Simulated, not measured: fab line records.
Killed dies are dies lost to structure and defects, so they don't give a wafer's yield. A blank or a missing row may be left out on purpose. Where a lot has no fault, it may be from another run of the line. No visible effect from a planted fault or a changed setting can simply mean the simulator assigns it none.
What tool caused it? | flow nand harc | 36 wafers from 12 lots sampled at 5 of the route's 1159 steps

WHAT THE GAUGES SHOWED, per wafer
NHARC_A_M1_OVL_MEAS_10: pitch 240 nm.
lot  | measured     | on         | overlay x nm (nm) | overlay y nm (nm)
L580 | day 17 22:05 | overlay-02 | -1.3 -0.5 -0.7    | -0.8 0.0 -0.5
L581 | day 17 22:48 | overlay-01 | -0.3 -0.9 -0.5    | -0.2 -0.2 -0.6
L578 | day 18 01:23 | overlay-01 | 1.0 0.0 0.4       | 0.3 0.3 0.3
L579 | day 19 01:10 | overlay-02 | 0.2 0.6 0.7       | -0.1 0.3 0.2
L584 | day 19 01:34 | overlay-01 | 0.0 -0.8 0.1      | -0.1 -0.1 0.2
L585 | day 19 21:43 | overlay-01 | -0.2 -0.3 -0.2    | 0.7 0.3 -0.1
L586 | day 20 04:31 | overlay-02 | 1.2 0.8 0.6       | -2.4 -2.2 -1.7
L588 | day 20 21:48 | overlay-02 | -1.7 -1.6 -1.5    | 0.1 0.1 -0.1
L591 | day 21 01:31 | overlay-02 | 1.0 1.3 1.0       | -0.7 -0.8 -0.6
L590 | day 21 11:44 | overlay-02 | -0.5 -0.2 -0.6    | -1.3 -0.7 -1.4
L592 | day 21 20:11 | overlay-01 | 0.7 0.3 0.3       | 1.7 1.9 2.1
L598 | day 22 12:22 | overlay-01 | -0.3 -1.9 -1.6    | 1.0 1.1 0.8

NHARC_END_SORT_01.
lot  | measured     | on        | killed at array | killed at other | killed at periphery | killed dies | killed open | killed short
L592 | day 23 10:24 | prober-01 | 101 102 105     | 1 0 0           | 0 3 0               | 102 105 105 | 2 1 3       | 0 1 1
L598 | day 24 04:46 | prober-02 | 94 92 98        | 0 0 0           | 2 1 1               | 96 93 99    | 1 3 2       | 1 1 2

EACH LOT AND THE TOOL THAT RAN IT (in order: tool; ch and the chambers of the sampled wafers; start)
lot  | NHARC_A_CONTACT_ETCH_130             | NHARC_A_M1_STRIP_18                | NHARC_A_BONDPAD_DESCUM_11
L580 | har cap etch-02 ch 0,1, day 17 01:46 | rie diel-10 ch 0,3, day 17 22:34   | rie diel-05 ch 0,3, day 18 02:57
L581 | har cap etch-03 ch 0,1, day 17 02:52 | rie diel-10 ch 1,2,3, day 17 23:17 | rie diel-05 ch 1,2,3, day 18 03:39
L578 | har cap etch-03 ch 0,1, day 17 06:49 | rie diel-10 ch 0,2,3, day 18 02:02 | rie diel-12 ch 0,1,2, day 18 06:20
L579 | har cap etch-01 ch 0,1, day 17 19:54 | rie diel-10 ch 0,2,3, day 19 01:44 | rie diel-12 ch 0,3, day 19 06:04
L584 | har cap etch-03 ch 0,1, day 18 01:56 | rie diel-07 ch 1,2, day 19 02:14   | rie diel-05 ch 1,2,3, day 19 06:41
L585 | har cap etch-01 ch 0,1, day 18 20:08 | rie diel-09 ch 0,1,2, day 19 22:14 | rie diel-05 ch 0,1,2, day 20 02:46
L586 | har cap etch-02 ch 0,1, day 19 01:47 | rie diel-07 ch 0,1, day 20 05:01   | rie diel-05 ch 0,3, day 20 09:38
L588 | har cap etch-01 ch 0,1, day 19 22:59 | rie diel-07 ch 1,2,3, day 20 22:16 | rie diel-05 ch 0,1,3, day 21 02:59
L591 | har cap etch-02 ch 0,1, day 20 03:04 | rie diel-10 ch 1,2, day 21 02:00   | rie diel-05 ch 0,2,3, day 21 06:21
L590 | har cap etch-01 ch 0,1, day 20 11:42 | rie diel-07 ch 0,1,3, day 21 12:13 | rie diel-05 ch 1,2,3, day 21 16:56
L592 | har cap etch-01 ch 0,1, day 20 20:49 | rie diel-09 ch 1,2,3, day 21 20:41 | rie diel-05 ch 0,2,3, day 22 01:02
L598 | har cap etch-01 ch 0,1, day 21 14:55 | rie diel-10 ch 1,2,3, day 22 12:52 | rie diel-03 ch 0,1,3, day 22 17:53
- NHARC_A_CONTACT_ETCH_130: etches the open film in C4F8/O2/Ar, time 155 s, target depth 956 nm.
- NHARC_A_M1_STRIP_18: strips in N2/H2.
- NHARC_A_BONDPAD_DESCUM_11: chemistry O2, time 3 s.

WHAT THE TOOLS THEMSELVES READ (means of the sampled wafers that have a number; where no wafer has one, the mark that the record gives instead)
NHARC_A_M1_STRIP_18.
lot  | tool        | drypump motor current A (A) | oes product au (a.u.) | rf fwd power W (W) | rf vpp V (V) | showerhead plenum p Torr (Torr) | throttle valve pct (%)
L580 | rie diel-10 | 5.88                        | 1.008                 | 995                | 91.0         | 1.95                            | 14.160
L581 | rie diel-10 | 5.71                        | 0.995                 | 996                | 90.2         | 2.04                            | 14.171
L578 | rie diel-10 | 5.89                        | 1.000                 | 997                | 90.0         | 2.02                            | 14.171
L579 | rie diel-10 | 5.90                        | 0.989                 | 999                | 89.7         | 2.02                            | 14.175
L584 | rie diel-07 | 5.58                        | 1.006                 | 1001               | 91.0         | 2.02                            | 14.174
L585 | rie diel-09 | 6.06                        | 1.010                 | 1000               | 90.9         | 1.98                            | 14.162
L586 | rie diel-07 | 5.84                        | 1.015                 | 1001               | 90.8         | 2.10                            | 14.171
L588 | rie diel-07 | 5.66                        | 1.006                 | 998                | 91.2         | 2.02                            | 14.176
L591 | rie diel-10 | 5.74                        | 0.983                 | 998                | 91.7         | 2.11                            | 14.170
L590 | rie diel-07 | 5.85                        | 1.017                 | 996                | 90.8         | 2.07                            | 14.165
L592 | rie diel-09 | 6.05                        | 1.012                 | 1000               | 89.4         | 1.94                            | 14.165
L598 | rie diel-10 | 5.72                        | 0.999                 | 998                | 91.2         | 2.04                            | 14.166

NHARC_A_BONDPAD_DESCUM_11.
lot  | tool        | drypump motor current A (A) | oes product au (a.u.) | rf vpp V (V) | showerhead plenum p Torr (Torr) | throttle valve pct (%)
L580 | rie diel-05 | 5.61                        | 0.998                 | 57.1         | 1.93                            | 11.317
L581 | rie diel-05 | 5.53                        | 1.004                 | 57.9         | 1.83                            | 11.319
L578 | rie diel-12 | 5.81                        | 1.004                 | 58.4         | 1.88                            | 11.305
L579 | rie diel-12 | 6.03                        | 0.994                 | 57.6         | 1.84                            | 11.305
L584 | rie diel-05 | 5.51                        | 1.013                 | 57.1         | 1.83                            | 11.324
L585 | rie diel-05 | 5.64                        | 1.015                 | 56.8         | 1.84                            | 11.310
L586 | rie diel-05 | 5.47                        | 0.996                 | 58.1         | 1.91                            | 11.309
L588 | rie diel-05 | 5.50                        | 1.001                 | 57.7         | 1.88                            | 11.307
L591 | rie diel-05 | 5.60                        | 1.003                 | 57.1         | 1.88                            | 11.307
L590 | rie diel-05 | 5.51                        | 1.005                 | 56.7         | 1.83                            | 11.311
L592 | rie diel-05 | 5.59                        | 0.992                 | 57.9         | 1.88                            | 11.318
L598 | rie diel-03 | 5.37                        | 1.002                 | 56.9         | 1.84                            | 11.312

THE ANSWER, worked out from the rows above alone
Rule: the usual values come from the lots themselves. The widest of any qualifying gaps counts: lots, ordered by their means at a reading, are off when they make up no more than a third of the lots, leave a main group of 4 or more, and stand apart from it by 3 or more times the standard deviation of that group's means. A main group whose means are all the same, to the digits that the tables above print for the reading, isn't used. A lot without any number at a reading at which 4 lots or more have one is off too. The other lots that the step has rows for count as sound. First the gauges in route order, then the tools' own readings, where a lot's mean is used as printed above. At the first step where some lot is off, the reading lying furthest off is the one used; lots without a number count as furthest.
None of the lots is off at any reading shown; this tells nothing.

WHAT THE SIMULATOR PUT IN
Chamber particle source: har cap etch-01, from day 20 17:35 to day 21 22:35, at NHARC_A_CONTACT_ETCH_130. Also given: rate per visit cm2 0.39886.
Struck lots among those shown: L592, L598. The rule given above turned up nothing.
